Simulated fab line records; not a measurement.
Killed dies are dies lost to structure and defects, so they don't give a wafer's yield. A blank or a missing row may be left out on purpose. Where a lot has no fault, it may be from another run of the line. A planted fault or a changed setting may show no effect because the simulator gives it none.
fab line records	flow n5Finfet
[record] lots = 9	wafers = 27	lastDay = 20
route steps=1938 shown HKMG_FIN@454 GATE_CUT@469 BEOL_M4@1111 PASSIVATION@1936
lots with no fault: from the same line, run without faults
startH: the number of hours between the record's first day and the start of the first shown wafer of the lot	waitH: how many hours have passed since the lot's step before this one	" as in the row above	L1.1+2: several wafers, shown together as one row	- no value present, or no start provided	* or withheld: withheld	< > ~ a bound
route shown NAME@n: a module of which the file shows steps, and the number in the route of the first	usual: mean and standard deviation over wafers with no fault	same: alike in all rows	chamber/n: place in a boat	sites: each site's reading	_std_site: how widely they spread, as a standard deviation	_edge_site: mean of outer sites minus mean of inner sites	radiusMm: for every site, how far away it sits from the centre of the wafer	mask NAME#n: copy n	behind: the tool/chamber that last shaped the wafer	hold: cause of the lot's hold/its duration in hours/its outcome	device: which transistor (n, p or np) failed to switch	end of line: tests of these same wafers at the route's end	a step without rows: its recipe alone	killed: at the first sort, the dies lost to defects and structure; wafer yield is something else	map: the dies of a wafer, with x for killed, . for not killed, _ for no die there
set.NAME: the run value of the setting; set.NAME@STEP: its run value at that earlier step	model.NAME: the simulator's own value behind a step, which no gauge read
steps of the route over a sample of lots; a table a step, a row a wafer
services: the hour from which a tool's chamber was out of use, counted from the record's first day as startH (under 0 if before that day), plus the number of hours and why
[[steps]]
[step N5_HKMG_FIN_ETCHBACK_68]
[recipe] chemistry = Cl2/Ar	stopOn = HfO2	targetDepthA = 5	pressureMtorr = 10	icpW = 600	biasW = 60	Cl2_flow_sccm = 40	Ar_flow_sccm = 60
[usual] drypumpMotorCurrentA = 5.6/0.32	heBacksideLeakSccm = 3.26/0.22	oesProductAu = 0.73/0.11	rfFwdPowerW = 596.7/1.9	throttleValvePct = 20.91/0.22
lot.wafer	tool	chamber	startH	waitH	drypumpMotorCurrentA	heBacksideLeakSccm	oesProductAu	rfFwdPowerW	rfHoursCounterH	throttleValvePct
L103.1	rieMetal-03	0	90.43	0.0	6.0	3.06	0.74	594.2	52	21.01
L103.2	"	1	"	"	5.5	3.23	0.58	597.7	139	21.15
L103.5	"	0	"	"	6.0	3.22	0.74	596.8	-	21.03
L106.1	rieMetal-02	1	107.80	0.0	5.5	3.12	0.68	595.6	80	20.56
L106.2	"	0	"	"	5.1	3.33	0.86	599.3	13	20.52
L106.6	"	1	"	"	5.5	3.22	0.69	596.6	-	20.56
L107.1	rieMetal-03	1	119.52	0.0	5.5	3.34	0.57	599.0	141	21.15
L107.3	"	1	"	"	5.5	3.24	0.57	595.6	-	21.15
L107.6	"	1	"	"	5.5	3.24	0.57	596.4	-	21.16
L109.2	rieMetal-02	0	128.30	0.0	5.2	3.19	0.85	601.7	14	20.55
L109.3	"	1	"	"	5.6	3.06	0.69	593.8	-	20.56
L109.5	"	0	"	"	5.2	3.60	0.86	600.8	-	20.57
L111.1	rieMetal-03	0	135.53	0.0	5.9	2.99	0.72	597.5	58	21.03
L111.3	"	0	"	"	6.0	3.19	0.73	597.8	-	21.04
L111.6	"	0	"	"	6.0	3.24	0.73	599.5	-	21.03
L112.1	rieMetal-03	0	143.00	0.0	5.9	2.97	0.73	597.6	59	21.03
L112.2	"	0	"	"	6.0	3.09	0.72	595.9	-	21.04
L112.6	"	0	"	"	5.9	3.20	0.72	598.4	-	21.03
L116.1	rieMetal-03	1	167.59	0.0	5.5	3.33	0.94	594.9	2	20.74
L116.3	"	1	"	"	5.5	3.42	0.94	594.3	-	20.73
L116.4	"	0	"	"	6.0	3.01	0.72	594.5	-	21.04
L122.2	rieMetal-01	1	203.05	0.0	5.2	3.39	0.66	596.3	70	21.24
L122.3	"	0	"	"	6.0	3.11	0.60	595.2	-	20.96
L122.5	"	0	"	"	6.0	3.27	0.60	596.8	-	20.95
L124.1	rieMetal-02	1	216.48	0.0	5.5	3.20	0.67	599.7	90	20.58
L124.2	"	0	"	"	5.1	3.48	0.83	599.6	23	20.57
L124.3	"	1	"	"	5.5	3.15	0.67	598.1	-	20.58
[step N5_HKMG_FIN_INSPECT_28]
[recipe] inspectInstrument = darkfield	mode = postCmp
[usual] rawDefectCount = 40/16
lot.wafer	tool	chamber	startH	waitH	rawDefectCount
L103.1	defectInspect-02	-	92.20	0.0	37
L103.2	"	-	"	"	55
L103.5	"	-	"	"	71
L106.1	defectInspect-01	-	109.60	0.0	44
L106.2	"	-	"	"	52
L106.6	"	-	"	"	42
L107.1	defectInspect-02	-	121.29	0.0	30
L107.3	"	-	"	"	52
L107.6	"	-	"	"	23
L109.2	defectInspect-01	-	130.07	0.0	62
L109.3	"	-	"	"	38
L109.5	"	-	"	"	46
L111.1	defectInspect-01	-	137.42	0.0	25
L111.3	"	-	"	"	14
L111.6	"	-	"	"	25
L112.1	defectInspect-01	-	145.12	0.0	65
L112.2	"	-	"	"	56
L112.6	"	-	"	"	56
L116.1	defectInspect-01	-	169.36	0.0	44
L116.3	"	-	"	"	23
L116.4	"	-	"	"	20
L122.2	defectInspect-01	-	204.82	0.0	25
L122.3	"	-	"	"	33
L122.5	"	-	"	"	41
L124.1	defectInspect-02	-	218.25	0.0	25
L124.2	"	-	"	"	34
L124.3	"	-	"	"	25
[step N5_GATE_CUT_ETCH_58]
[recipe] chemistry = CH3F/O2	target = SiNx	targetDepthA = 170	timeS = 128.6	ionEnergyEv = 50	pressureMtorr = 30	sourceW = 415	biasW = 21	Ar_flow_sccm = 150	CH3F_flow_sccm = 30	O2_flow_sccm = 20
[usual] biasW = 21.00/0.062	drypumpMotorCurrentA = 5.7/0.44	oesProductAu = 0.80/0.064	rfFwdPowerW = 413.3/1.4	rfVppV = 99.1/0.92	showerheadPlenumPTorr = 2.01/0.072	throttleValvePct = 16.24/0.15
lot.wafer	tool	chamber	startH	waitH	biasW	drypumpMotorCurrentA	oesProductAu	rfFwdPowerW	rfHoursCounterH	rfVppV	showerheadPlenumPTorr	throttleValvePct
L103.1	rieDiel-05	1	92.84	0.4	21.12	6.5	0.68	412.9	237	97.9	1.97	16.50
L103.2	"	3	"	"	21.00	6.1	0.79	414.8	120	99.0	2.01	16.20
L103.5	"	3	"	"	20.90	6.1	0.80	414.0	-	100.1	2.01	16.19
L106.1	rieDiel-05	0	109.93	0.0	20.94	5.6	0.72	415.5	182	99.0	1.99	16.38
L106.2	"	3	"	"	21.03	6.1	0.80	412.9	124	98.1	2.01	16.19
L106.6	"	1	"	"	20.94	6.5	0.68	412.1	-	99.2	1.97	16.52
L107.1	rieDiel-06	1	121.61	0.0	20.95	5.5	0.82	414.6	104	99.1	1.85	16.29
L107.3	"	0	"	"	21.15	5.9	0.77	412.8	144	99.3	2.07	16.07
L107.6	"	3	"	"	21.11	5.7	0.76	414.8	-	100.3	2.10	16.30
L109.2	rieDiel-06	2	130.39	0.0	21.07	6.1	0.79	414.6	96	99.8	2.03	16.48
L109.3	"	3	"	"	20.97	5.7	0.75	413.8	141	100.0	2.09	16.31
L109.5	"	2	"	"	20.98	6.1	0.78	413.1	-	98.1	2.03	16.50
L111.1	rieDiel-05	3	137.87	0.2	20.90	6.1	0.78	414.2	133	99.6	2.00	16.23
L111.3	"	3	"	"	21.02	6.1	0.79	412.1	-	97.7	2.00	16.23
L111.6	"	3	"	"	20.97	6.1	0.79	414.0	-	99.6	2.00	16.21
L112.1	rieDiel-06	2	145.44	0.0	20.88	6.0	0.79	414.4	101	98.3	2.03	16.50
L112.2	"	0	"	"	21.07	5.9	0.76	413.9	152	99.8	2.07	16.09
L112.6	"	0	"	"	20.99	5.9	0.76	412.9	-	100.4	2.07	16.08
L116.1	rieDiel-03	1	169.69	0.0	20.92	5.4	0.90	410.2	35	99.2	1.96	16.06
L116.3	"	3	"	"	21.05	5.1	0.83	412.6	86	99.4	2.11	16.30
L116.4	"	2	"	"	21.06	6.1	0.76	413.0	162	97.1	1.92	16.04
L122.2	rieDiel-06	0	205.14	0.0	22.31	5.9	0.76	411.0	170	104.2	2.06	16.12
L122.3	"	2	"	"	21.00	6.0	0.77	415.4	117	101.2	2.02	16.51
L122.5	"	1	"	"	20.98	5.5	0.80	413.6	-	98.2	1.84	16.35
L124.1	rieDiel-06	3	218.79	0.2	20.90	5.7	0.73	410.6	168	100.0	2.09	16.36
L124.2	"	0	"	"	22.41	5.9	0.75	413.7	175	103.8	2.06	16.14
L124.3	"	1	"	"	21.02	5.5	0.79	410.2	131	97.6	1.84	16.35
[step N5_GATE_CUT_SAC_CAP_01]
[recipe] material = SiNx	targetThkA = 240	tempC = 400	aldPrecursorFamily = SiH2I2	aldCoReactant = N2/H2-plasma	pulseTimeS = 1	aldCycles = 480	purgeTimeS = 2	coReactantPurgeTimeS = 2	pressureTorr = 2
[usual] heaterPowerW = 860/67	precursorPulseHeightRel = 0.998/0.018
lot.wafer	tool	chamber	startH	waitH	heaterPowerW	precursorPulseHeightRel
L103.1	aldSin-03	1	93.16	0.0	814	0.987
L103.2	"	2	"	"	831	1.013
L103.5	"	0	94.25	1.1	788	0.985
L106.1	aldSin-04	1	110.35	0.1	837	0.992
L106.2	"	0	"	"	904	1.002
L106.6	"	3	111.43	1.2	795	0.970
L107.1	aldSin-04	1	121.93	0.0	835	0.976
L107.3	"	2	"	"	1012	0.978
L107.6	"	0	123.02	1.1	887	0.999
L109.2	aldSin-03	2	130.71	0.0	830	1.011
L109.3	"	3	"	"	799	0.975
L109.5	"	0	131.79	1.1	772	1.010
L111.1	aldSin-01	0	138.38	0.1	947	1.000
L111.3	"	1	"	"	890	1.028
L111.6	"	0	139.47	1.2	935	1.014
L112.1	aldSin-01	0	145.76	0.0	926	1.036
L112.2	"	2	"	"	829	0.967
L112.6	"	1	146.85	1.1	887	0.994
L116.1	aldSin-03	0	170.31	0.3	771	1.036
L116.3	"	3	"	"	819	1.000
L116.4	"	1	"	"	816	0.991
L122.2	aldSin-04	2	205.46	0.0	986	0.976
L122.3	"	1	"	"	848	1.016
L122.5	"	3	206.55	1.1	837	1.009
L124.1	aldSin-01	2	219.11	0.0	843	0.985
L124.2	"	1	"	"	898	0.977
L124.3	"	0	"	"	914	0.998
[step N5_BEOL_M4_RC_MEAS_101]
[usual] DIBL_N = 36.7/1.8	DIBL_P = 37.0/2.4	IOFF_N = 0.17/0.036	IOFF_P = 0.22/0.042	ION_N = 673/12	ION_P = 462/8.5	SS_N = 71.7/0.62	SS_P = 73.4/0.65	VT_N = 250/3.7	VT_P = -250/3.7
lot.wafer	tool	chamber	startH	waitH	DIBL_N[mV/V]	DIBL_P[mV/V]	IOFF_N[nA/um]	IOFF_P[nA/um]	ION_N[uA/um]	ION_P[uA/um]	SS_N[mV/dec]	SS_P[mV/dec]	VT_N[mV]	VT_P[mV]
L103.1	prober-02	0	195.99	0.0	36.8	37.0	0.15	0.20	660	460	72.2	73.1	252	-253
L103.2	"	0	"	"	36.4	36.0	0.14	0.18	666	460	71.8	73.5	253	-255
L103.5	"	0	"	"	38.0	38.4	0.18	0.21	667	457	72.5	73.6	251	-253
L106.1	prober-01	0	204.56	0.0	37.7	38.4	0.17	0.21	670	455	72.2	73.5	251	-253
L106.2	"	0	"	"	34.6	34.7	0.13	0.16	671	456	71.1	72.0	252	-255
L106.6	"	0	"	"	35.9	35.1	0.14	0.17	655	447	71.1	73.6	252	-254
L107.1	prober-01	0	233.22	0.0	35.5	35.9	0.15	0.21	669	461	71.5	72.5	248	-252
L107.3	"	0	"	"	36.9	37.3	0.17	0.22	669	460	72.1	73.8	250	-252
L107.6	"	0	"	"	39.9	40.9	0.24	0.27	687	463	73.2	74.7	244	-250
L109.2	prober-02	0	233.76	0.2	41.1	41.2	0.24	0.27	692	467	72.5	73.7	244	-251
L109.3	"	0	"	"	38.2	38.3	0.18	0.20	672	456	72.0	73.1	248	-255
L109.5	"	0	"	"	37.5	37.9	0.17	0.21	670	451	71.7	73.3	247	-251
L112.1	prober-02	0	237.03	0.0	37.4	38.1	0.18	0.23	675	459	71.5	74.1	248	-251
L112.2	"	0	"	"	36.3	37.3	0.16	0.23	687	471	71.8	73.4	249	-250
L112.6	"	0	"	"	37.2	36.4	0.16	0.21	689	470	71.9	73.1	248	-250
L111.1	prober-01	0	239.43	0.0	36.1	37.0	0.14	0.20	658	454	70.6	73.7	254	-250
L111.3	"	0	"	"	34.9	35.6	0.12	0.18	649	449	71.2	73.3	256	-251
L111.6	"	0	"	"	35.9	35.9	0.13	0.19	659	455	71.2	73.3	251	-254
L116.1	prober-02	0	269.87	0.0	38.3	41.0	0.20	0.29	686	484	72.5	74.2	246	-244
L116.3	"	0	"	"	36.7	38.9	0.19	0.27	693	477	71.0	73.6	246	-244
L116.4	"	0	"	"	38.1	40.2	0.22	0.29	693	479	71.9	73.2	241	-246
L122.2	prober-02	0	302.50	0.2	38.1	36.4	0.17	0.25	687	471	71.4	73.9	247	-248
L122.3	"	0	"	"	39.6	38.4	0.20	0.29	671	462	72.5	73.2	250	-247
L122.5	"	0	"	"	37.0	35.7	0.15	0.23	683	470	70.7	73.3	249	-248
L124.1	prober-01	0	355.73	0.0	36.6	36.4	0.15	0.19	669	454	71.8	72.8	251	-252
L124.2	"	0	"	"	36.8	35.9	0.16	0.20	682	464	71.9	73.6	248	-253
L124.3	"	0	"	"	35.9	35.0	0.14	0.18	670	455	71.6	73.4	251	-254
[step N5_PASSIVATION_PROBE_49]
[usual] defectLimitedYield = 91.1/1.4	killed_at_M0_to_M3 = 32/9.3	killed_at_M4_up = 13/5.8	killedAtContacts = 12/6.3	killedAtFrontEnd = 44/12	killedAtOther = 3.6/2.7	killedDies = 104/17	killedOpen = 69/13	killedShort = 34/6.9	sort_bin_5_function = 5.2/0.98	sort_bin_6_memory = 3.3/0.59	sort_bin_8_speed = 0.01/0.039	sortNPass = 1075/17
[same] grossDies = 1180	killedAtBackSide = 0	sort_bin_4_leakage[%] = 0
lot.wafer	tool	chamber	startH	waitH	defectLimitedYield[%]	killed_at_M0_to_M3	killed_at_M4_up	killedAtContacts	killedAtFrontEnd	killedAtOther	killedDies	killedOpen	killedShort	sort_bin_5_function[%]	sort_bin_6_memory[%]	sort_bin_8_speed[%]	sortNPass
L106.1	prober-01	-	307.96	0.0	90.3	25	12	15	57	6	115	78	36	5.8	3.6	0	1065
L106.2	prober-01	-	308.01	0.1	92.8	18	8	6	52	1	85	62	22	4.2	2.9	0	1095
L106.6	prober-01	-	308.21	0.3	88.6	30	11	13	76	4	134	88	46	7.5	3.5	0	1046
L116.1	prober-02	-	391.08	0.0	92.8	27	13	16	24	5	85	49	36	3.9	3.1	0	1095
L116.3	prober-02	-	391.18	0.1	92.1	28	10	11	44	0	93	48	45	5.1	2.6	0	1087
L116.4	prober-02	-	391.23	0.2	90.9	35	17	24	28	3	107	73	33	5.7	2.8	0	1073
L122.2	prober-02	-	408.59	0.1	89.7	42	8	7	62	3	122	84	35	6.7	3.2	0	1058
L122.3	prober-02	-	408.64	0.1	88.6	75	9	13	33	4	134	89	41	6.9	3.9	0	1046
L122.5	prober-02	-	408.74	0.2	88.7	51	7	10	62	3	133	88	44	6.7	4.1	0	1047
// killed by level:class
L106.1 STI_FIN_REVEAL:geometricParticle:open=32 MOL_CONTACT_COAG:geometricParticle:open=11 STI_FIN_REVEAL:geometricParticle:short=9 BEOL_M0_SAQP:geometricParticle:open=7 BEOL_M2:geometricParticle:open=7 BEOL_M0_SAQP:geometricParticle:short=6 GATE_CUT:geometricParticle:short=4 MOL_CONTACT_COAG:geometricParticle:short=4
L106.2 STI_FIN_REVEAL:geometricParticle:open=17 GATE_CUT:geometricParticle:short=7 GATE_CUT:geometricParticle:open=7 MOL_CONTACT_COAG:geometricParticle:open=6 BEOL_M0:geometricParticle:open=5 BEOL_M2:geometricParticle:open=5 FIN_SAQP:geometricParticle:short=4 DUMMY_GATE:geometricParticle:open=4
L106.6 STI_FIN_REVEAL:geometricParticle:open=27 GATE_CUT:geometricParticle:short=12 BEOL_M2:geometricParticle:open=10 MOL_CONTACT_COAG:geometricParticle:open=8 GATE_CUT:geometricParticle:open=7 BEOL_M0_SAQP:geometricParticle:short=6 FIN_SAQP:geometricParticle:short=5 FIN_SAQP:geometricParticle:open=5
L116.1 MOL_CONTACT_COAG:geometricParticle:open=10 BEOL_M2:geometricParticle:open=7 MOL_CONTACT_COAG:geometricParticle:short=6 BEOL_M0_SAQP:geometricParticle:open=6 FIN_SAQP:geometricParticle:open=4 STI_FIN_REVEAL:geometricParticle:open=4 DUMMY_GATE:geometricParticle:short=4 GATE_CUT:geometricParticle:short=4
L116.3 FIN_SAQP:geometricParticle:short=15 BEOL_M0_SAQP:geometricParticle:short=11 BEOL_M2:geometricParticle:open=10 MOL_CONTACT_COAG:geometricParticle:open=8 FIN_SAQP:geometricParticle:open=5 GATE_CUT:geometricParticle:short=5 DUMMY_GATE:geometricParticle:open=4 BEOL_M0_SAQP:geometricParticle:open=4
L116.4 MOL_CONTACT_COAG:geometricParticle:open=19 BEOL_M0_SAQP:geometricParticle:short=18 BEOL_M4:geometricParticle:open=10 FIN_SAQP:geometricParticle:open=8 BEOL_M0_SAQP:geometricParticle:open=8 STI_FIN_REVEAL:geometricParticle:open=5 MOL_CONTACT_COAG:geometricParticle:short=5 BEOL_M2:geometricParticle:open=4
L122.2 STI_FIN_REVEAL:geometricParticle:open=20 BEOL_M2:geometricParticle:open=13 FIN_SAQP:geometricParticle:open=12 BEOL_M0_SAQP:geometricParticle:short=9 STI_FIN_REVEAL:geometricParticle:short=6 BEOL_M0_SAQP:geometricParticle:open=6 FIN_SAQP:geometricParticle:short=5 MOL_CONTACT_COAG:geometricParticle:open=5
L122.3 BEOL_M0_SAQP:geometricParticle:open=23 BEOL_M0_SAQP:geometricParticle:short=14 BEOL_M1:geometricParticle:open=10 BEOL_M2:geometricParticle:open=10 MOL_CONTACT_COAG:geometricParticle:open=9 FIN_SAQP:geometricParticle:open=6 STI_FIN_REVEAL:geometricParticle:open=6 BEOL_M0:geometricParticle:open=6
L122.5 STI_FIN_REVEAL:geometricParticle:open=20 BEOL_M2:geometricParticle:open=17 FIN_SAQP:geometricParticle:open=10 BEOL_M0_SAQP:geometricParticle:short=10 FIN_SAQP:geometricParticle:short=9 MOL_CONTACT_COAG:geometricParticle:open=8 DUMMY_GATE:geometricParticle:open=6 BEOL_M0_SAQP:geometricParticle:open=6
[[services]]
tool	chamber	startH	hours	kind
rieDiel-06	1	68.99	2.8	repair
rieDiel-06	1	75.09	4.7	repair
aldSin-01	-	85.25	14.0	pm
aldSin-01	0	85.25	14.0	ventCycle
aldSin-01	1	85.25	14.0	ventCycle
aldSin-01	2	85.25	14.0	ventCycle
aldSin-01	3	85.25	14.0	ventCycle
aldSin-03	3	87.77	16.2	repair
rieDiel-06	1	99.01	14.3	repair
rieDiel-03	2	102.53	7.6	repair
rieMetal-01	0	104.25	9.5	repair
rieMetal-03	1	127.30	-	clean
rieMetal-03	1	127.30	16.7	scheduledDown
rieMetal-03	1	127.30	16.7	ventCycle
rieDiel-05	1	134.88	12.3	repair
rieDiel-06	1	142.70	5.8	repair
rieDiel-06	2	160.23	3.0	repair
rieMetal-01	-	170.38	0.4	repair
aldSin-03	-	178.07	14.0	pm
rieDiel-06	-	190.75	2.8	pm
rieDiel-05	0	192.21	5.8	repair
rieDiel-05	-	195.70	0.7	repair
aldSin-01	3	199.16	1.6	repair
aldSin-04	0	215.36	32.4	repair
[[key]]
[firstSign] step = N5_GATE_CUT_ETCH_58	reading = biasW	direction = up	sigmas = 22	usual = *	struck = *
[effect] step = N5_GATE_CUT_ETCH_58	reading = rfVppV	direction = up	sigmas = 5.3	usual = 99.1	struck = 104.0
metAt N5_GATE_CUT_ETCH_58
struckLots L122,L124
struckWafers L122.2,L124.2
notActingAt N5_HKMG_FIN_ETCHBACK_68,N5_HKMG_FIN_INSPECT_28,N5_GATE_CUT_SAC_CAP_01
onsetBetween 145.44 205.14
[fault] kind = processParameterDrift	tool = rieDiel-06	chamber = 0	onsetH = 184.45	steps = N5_GATE_CUT_ETCH_58	channel = biasW	offset = *	shape = step	endH = 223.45	actsIn = *	stated = *
